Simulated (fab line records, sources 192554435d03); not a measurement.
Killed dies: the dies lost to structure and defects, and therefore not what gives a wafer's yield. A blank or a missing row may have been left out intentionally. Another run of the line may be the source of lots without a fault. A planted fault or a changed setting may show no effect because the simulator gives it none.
Split-lot study :: flow n5_finfet :: route with 1938 steps; 7 lots, 21 wafers read

ON THE SPLIT
At N5_BEOL_M3_TRENCH_ETCH_37 (etches SiOC in C4F6/O2, target depth 55.555 nm, time 29.2 s), the setting source_w was moved away from the recipe's 355 W on 9 of the 21 wafers read, by -17.7% to +11.5%. The other wafers ran this setting at the recipe's value.

FROM THE SPLIT TO THE READING: what the file shows between them, 2 steps
- N5_BEOL_M3_ETCH_41: etches SiCN in CH3F/O2, target depth 29.9 nm, time 52.5 s
- N5_BEOL_M3_STRIP_97: strips in N2/H2, time 10 s

THE READING
trench_depth_nm, in nm, at N5_BEOL_M3_OCD_MEAS_38. A value of 55.6 nm with a standard deviation of 0.77 nm is what fault-free wafers of this fab line usually give.

wafer: L074.1
tool, chamber at the split: rie_diel-01, 1
source_w as run, W: 355
against the recipe: recipe
trench_depth_nm, nm: 55.8
against lot-mates on the recipe: -

wafer: L074.4
tool, chamber at the split: rie_diel-01, 3
source_w as run, W: 393.4
against the recipe: +10.8%
trench_depth_nm, nm: 57.8
against lot-mates on the recipe: +2.4

wafer: L074.5
tool, chamber at the split: rie_diel-01, 3
source_w as run, W: 355
against the recipe: recipe
trench_depth_nm, nm: 55.0
against lot-mates on the recipe: -

wafer: L077.1
tool, chamber at the split: rie_diel-01, 2
source_w as run, W: 317.3
against the recipe: -10.6%
trench_depth_nm, nm: 53.6
against lot-mates on the recipe: no lot-mate on the recipe

wafer: L077.3
tool, chamber at the split: rie_diel-01, 3
source_w as run, W: 317.3
against the recipe: -10.6%
trench_depth_nm, nm: 52.7
against lot-mates on the recipe: no lot-mate on the recipe

wafer: L077.5
tool, chamber at the split: rie_diel-01, 1
source_w as run, W: 317.3
against the recipe: -10.6%
trench_depth_nm, nm: 52.6
against lot-mates on the recipe: no lot-mate on the recipe

wafer: L079.2
tool, chamber at the split: rie_diel-03, 0
source_w as run, W: 355
against the recipe: recipe
trench_depth_nm, nm: 54.8
against lot-mates on the recipe: -

wafer: L079.4
tool, chamber at the split: rie_diel-03, 2
source_w as run, W: 355
against the recipe: recipe
trench_depth_nm, nm: 55.4
against lot-mates on the recipe: -

wafer: L079.6
tool, chamber at the split: rie_diel-03, 0
source_w as run, W: 355
against the recipe: recipe
trench_depth_nm, nm: 54.3
against lot-mates on the recipe: -

wafer: L080.2
tool, chamber at the split: rie_diel-01, 0
source_w as run, W: 355
against the recipe: recipe
trench_depth_nm, nm: 55.4
against lot-mates on the recipe: -

wafer: L080.4
tool, chamber at the split: rie_diel-01, 2
source_w as run, W: 384.3
against the recipe: +8.3%
trench_depth_nm, nm: 58.3
against lot-mates on the recipe: +2.5

wafer: L080.5
tool, chamber at the split: rie_diel-01, 0
source_w as run, W: 355
against the recipe: recipe
trench_depth_nm, nm: 56.2
against lot-mates on the recipe: -

wafer: L083.1
tool, chamber at the split: rie_diel-01, 0
source_w as run, W: 292.1
against the recipe: -17.7%
trench_depth_nm, nm: 50.9
against lot-mates on the recipe: -5.0

wafer: L083.4
tool, chamber at the split: rie_diel-01, 2
source_w as run, W: 355
against the recipe: recipe
trench_depth_nm, nm: 55.8
against lot-mates on the recipe: -

wafer: L083.6
tool, chamber at the split: rie_diel-01, 0
source_w as run, W: 355
against the recipe: recipe
trench_depth_nm, nm: 56.0
against lot-mates on the recipe: -

wafer: L095.2
tool, chamber at the split: rie_diel-03, 1
source_w as run, W: 355
against the recipe: recipe
trench_depth_nm, nm: 54.9
against lot-mates on the recipe: -

wafer: L095.3
tool, chamber at the split: rie_diel-03, 0
source_w as run, W: 379
against the recipe: +6.8%
trench_depth_nm, nm: 56.3
against lot-mates on the recipe: +1.4

wafer: L095.5
tool, chamber at the split: rie_diel-03, 1
source_w as run, W: 379
against the recipe: +6.8%
trench_depth_nm, nm: 56.1
against lot-mates on the recipe: +1.2

wafer: L094.1
tool, chamber at the split: rie_diel-01, 3
source_w as run, W: 355
against the recipe: recipe
trench_depth_nm, nm: 55.6
against lot-mates on the recipe: -

wafer: L094.3
tool, chamber at the split: rie_diel-01, 0
source_w as run, W: 395.8
against the recipe: +11.5%
trench_depth_nm, nm: 57.4
against lot-mates on the recipe: +1.5

wafer: L094.6
tool, chamber at the split: rie_diel-01, 3
source_w as run, W: 355
against the recipe: recipe
trench_depth_nm, nm: 56.2
against lot-mates on the recipe: -

THE FIT
A straight line over all 21 wafers: trench_depth_nm changes by +0.227 nm for each +1% of source_w; r = +0.94; the points scatter about the line by 0.62 nm.
The same after taking each lot's own level away (the mean of its wafers on the recipe; 18 wafers): +0.24 nm for each +1%; r = +0.95; scatter 0.49 nm.
Per that fit: largest source_w move, reading shift of 4.3 nm.
The span of the lots' own levels, 54.83 to 55.90 nm, comes to 1.4 times the standard deviation stated above.
The two slopes are in agreement: the lot-to-lot level therefore moves the slope only a little.
Check: with one of the wafers moved furthest among these (-17.7%) left out of the fit, the line predicts -3.48 nm for it against its lot-mates. Against them it came out at -5 nm.
Tool readings at the split's step, against how far the setting was moved: rf_vpp_V r = -0.98.

ADDITIONAL SPLITS CARRIED BY THESE WAFERS
Note: prior to the reading, these wafers also went through further splits. Each is held against what the fit with the lots' levels taken away leaves over:
other split on the same wafers: N5_BEOL_M1_EXPOSE_08 dose_mj
wafers away from the commonest value: 8
r with trench_depth_nm (lot level and that fit taken away): +0.00

other split on the same wafers: N5_BEOL_M2_TRENCH_ETCH_37 source_w
wafers away from the commonest value: 4
r with trench_depth_nm (lot level and that fit taken away): +0.05

THE WHOLE CHAIN: every reading that the file lists as answering this split, in the file's order
step: N5_BEOL_M3_TRENCH_ETCH_37
what it does: etches SiOC in C4F6/O2, target depth 55.555 nm, time 29.2 s
reading: rf_vpp_V
change (the file's fit): -3.47 V for each +1% of the setting
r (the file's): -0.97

step: N5_BEOL_M3_TRENCH_ETCH_37
what it does: etches SiOC in C4F6/O2, target depth 55.555 nm, time 29.2 s
reading: BEOL_M3.feature_depth_nm (the simulator's own value, which no gauge read)
change (the file's fit): +0.231 nm for each +1% of the setting
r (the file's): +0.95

step: N5_BEOL_M3_TRENCH_ETCH_37
what it does: etches SiOC in C4F6/O2, target depth 55.555 nm, time 29.2 s
reading: etch.depth_nm (the simulator's own value, which no gauge read)
change (the file's fit): +0.232 nm for each +1% of the setting
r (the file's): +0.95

step: N5_BEOL_M3_OCD_MEAS_38
what it does: 
reading: trench_depth_nm
change (the file's fit): +0.241 nm for each +1% of the setting
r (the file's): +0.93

FILE'S OWN FIT
trench_depth_nm changes by +0.241 nm for each +1% of source_w, r = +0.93.
